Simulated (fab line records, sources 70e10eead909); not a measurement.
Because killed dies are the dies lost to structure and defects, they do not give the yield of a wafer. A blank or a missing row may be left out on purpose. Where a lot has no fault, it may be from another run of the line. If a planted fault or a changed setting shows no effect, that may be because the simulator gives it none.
Shared-tool check :: flow nand-harc :: Sample size 12 lots and 36 wafers

== WHAT PROMPTED THE OPENING ==
Flagged at NHARC_A_CHANNEL_HOLE_D2_INSPECT_40: reading raw-defect-count, on 2 of 12 lots. Wafers without a fault read 290, standard deviation 84.
Rule: a lot is flagged when every wafer of it that has a number lies more than 4 standard deviations from that mean, or none has a number. The rest of the lots are taken to be sound.

lot: L677
measured: day 14 06:22
on: defect-inspect-02
raw-defect-count, wafer by wafer: 230 266 265
flag: 

lot: L678
measured: day 14 08:22
on: defect-inspect-01
raw-defect-count, wafer by wafer: 332 452 293
flag: 

lot: L681
measured: day 15 07:29
on: defect-inspect-01
raw-defect-count, wafer by wafer: 339 279 202
flag: 

lot: L682
measured: day 15 20:29
on: defect-inspect-01
raw-defect-count, wafer by wafer: 230 536 420
flag: 

lot: L683
measured: day 16 20:55
on: defect-inspect-02
raw-defect-count, wafer by wafer: 376 283 296
flag: 

lot: L684
measured: day 17 00:14
on: defect-inspect-02
raw-defect-count, wafer by wafer: 245 292 332
flag: 

lot: L685
measured: day 17 16:29
on: defect-inspect-02
raw-defect-count, wafer by wafer: 295 570 317
flag: 

lot: L687
measured: day 17 21:16
on: defect-inspect-01
raw-defect-count, wafer by wafer: 706 759 660
flag: FLAGGED

lot: L688
measured: day 18 10:00
on: defect-inspect-02
raw-defect-count, wafer by wafer: 753 788 680
flag: FLAGGED

lot: L691
measured: day 19 14:04
on: defect-inspect-01
raw-defect-count, wafer by wafer: 256 348 310
flag: 

lot: L698
measured: day 22 16:23
on: defect-inspect-02
raw-defect-count, wafer by wafer: 245 285 281
flag: 

lot: L699
measured: day 23 22:48
on: defect-inspect-02
raw-defect-count, wafer by wafer: 230 208 284
flag: 
On average the flagged lots' numbers are 724, which is +434 against the usual, or +5 standard deviations.

== EACH LOT AND THE TOOL IT RAN ON ==
2 process steps preceding the reading are held in the record, out of 1302 steps in the route. Each cell gives the tool, then ch followed by the chambers the sampled wafers passed through, then the start.
lot: L677
flag: 
NHARC_A_CHANNEL_HOLE_D2_ETCH_39: rie-diel-10 ch 0,2,3, day 13 23:41
NHARC_A_CHANNEL_HOLE_D2_ETCH_20: har-etch-02 ch 0,1, day 14 00:47

lot: L678
flag: 
NHARC_A_CHANNEL_HOLE_D2_ETCH_39: rie-diel-10 ch 0,1,3, day 14 01:35
NHARC_A_CHANNEL_HOLE_D2_ETCH_20: har-etch-01 ch 0,1, day 14 02:46

lot: L681
flag: 
NHARC_A_CHANNEL_HOLE_D2_ETCH_39: rie-diel-10 ch 0,2,3, day 15 00:41
NHARC_A_CHANNEL_HOLE_D2_ETCH_20: har-etch-01 ch 0,1, day 15 01:57

lot: L682
flag: 
NHARC_A_CHANNEL_HOLE_D2_ETCH_39: rie-diel-06 ch 0,2,3, day 15 13:44
NHARC_A_CHANNEL_HOLE_D2_ETCH_20: har-etch-02 ch 0,1, day 15 14:55

lot: L683
flag: 
NHARC_A_CHANNEL_HOLE_D2_ETCH_39: rie-diel-06 ch 0,3, day 16 14:11
NHARC_A_CHANNEL_HOLE_D2_ETCH_20: har-etch-02 ch 0,1, day 16 15:26

lot: L684
flag: 
NHARC_A_CHANNEL_HOLE_D2_ETCH_39: rie-diel-10 ch 1,2,3, day 16 15:33
NHARC_A_CHANNEL_HOLE_D2_ETCH_20: har-etch-01 ch 0,1, day 16 18:38

lot: L685
flag: 
NHARC_A_CHANNEL_HOLE_D2_ETCH_39: rie-diel-06 ch 1,2, day 17 06:11
NHARC_A_CHANNEL_HOLE_D2_ETCH_20: har-etch-01 ch 0,1, day 17 11:01

lot: L687
flag: FLAGGED
NHARC_A_CHANNEL_HOLE_D2_ETCH_39: rie-diel-06 ch 0,2,3, day 17 14:16
NHARC_A_CHANNEL_HOLE_D2_ETCH_20: har-etch-01 ch 0,1, day 17 15:35

lot: L688
flag: FLAGGED
NHARC_A_CHANNEL_HOLE_D2_ETCH_39: rie-diel-06 ch 1,2,3, day 18 03:19
NHARC_A_CHANNEL_HOLE_D2_ETCH_20: har-etch-02 ch 0,1, day 18 04:25

lot: L691
flag: 
NHARC_A_CHANNEL_HOLE_D2_ETCH_39: rie-diel-10 ch 0,2,3, day 19 07:26
NHARC_A_CHANNEL_HOLE_D2_ETCH_20: har-etch-02 ch 0, day 19 08:33

lot: L698
flag: 
NHARC_A_CHANNEL_HOLE_D2_ETCH_39: rie-diel-06 ch 1,2,3, day 22 08:38
NHARC_A_CHANNEL_HOLE_D2_ETCH_20: har-etch-02 ch 0,1, day 22 10:47

lot: L699
flag: 
NHARC_A_CHANNEL_HOLE_D2_ETCH_39: rie-diel-06 ch 0,2,3, day 23 12:40
NHARC_A_CHANNEL_HOLE_D2_ETCH_20: har-etch-02 ch 0,1, day 23 17:16
What is done by these steps:
- NHARC_A_CHANNEL_HOLE_D2_ETCH_39: etches the open film in N2/H2, target depth 260 nm, time 325 s.
- NHARC_A_CHANNEL_HOLE_D2_ETCH_20: etches the open film in C4F8/O2/Ar, time 361.9 s, target depth 1600 nm.
- NHARC_A_CHANNEL_HOLE_D2_INSPECT_40

== FLAGGED OVER TOTAL, TOOL BY TOOL (the gauges that took the reading come last) ==
step: NHARC_A_CHANNEL_HOLE_D2_ETCH_39
tool: rie-diel-06
lots run: 7
flagged: 2
share of the flagged lots: all
sound lots run after its first flagged lot: 2 (L698,L699)

step: NHARC_A_CHANNEL_HOLE_D2_ETCH_39
tool: rie-diel-10
lots run: 5
flagged: 0
share of the flagged lots: none
sound lots run after its first flagged lot: -

step: NHARC_A_CHANNEL_HOLE_D2_ETCH_20
tool: har-etch-01
lots run: 5
flagged: 1
share of the flagged lots: some
sound lots run after its first flagged lot: 0

step: NHARC_A_CHANNEL_HOLE_D2_ETCH_20
tool: har-etch-02
lots run: 7
flagged: 1
share of the flagged lots: some
sound lots run after its first flagged lot: 3 (L691,L698,L699)

step: NHARC_A_CHANNEL_HOLE_D2_INSPECT_40
tool: defect-inspect-01
lots run: 5
flagged: 1
share of the flagged lots: some
sound lots run after its first flagged lot: 1 (L691)

step: NHARC_A_CHANNEL_HOLE_D2_INSPECT_40
tool: defect-inspect-02
lots run: 7
flagged: 1
share of the flagged lots: some
sound lots run after its first flagged lot: 2 (L698,L699)

== WHAT THE TABLE ALLOWS ==
Rows of the table that ran each flagged lot: 1, that is rie-diel-06 at NHARC_A_CHANNEL_HOLE_D2_ETCH_39.
- rie-diel-06 at NHARC_A_CHANNEL_HOLE_D2_ETCH_39 ran 7 lots, 2 of them flagged. Lots that were sound ran on it after the first flagged one (L698, L699); a persistent fault on the entire tool would not allow that.
Every row of the table either missed a flagged lot or ran a sound lot after the first.

== WHAT HAD BEEN PUT IN BY THE SIMULATOR ==
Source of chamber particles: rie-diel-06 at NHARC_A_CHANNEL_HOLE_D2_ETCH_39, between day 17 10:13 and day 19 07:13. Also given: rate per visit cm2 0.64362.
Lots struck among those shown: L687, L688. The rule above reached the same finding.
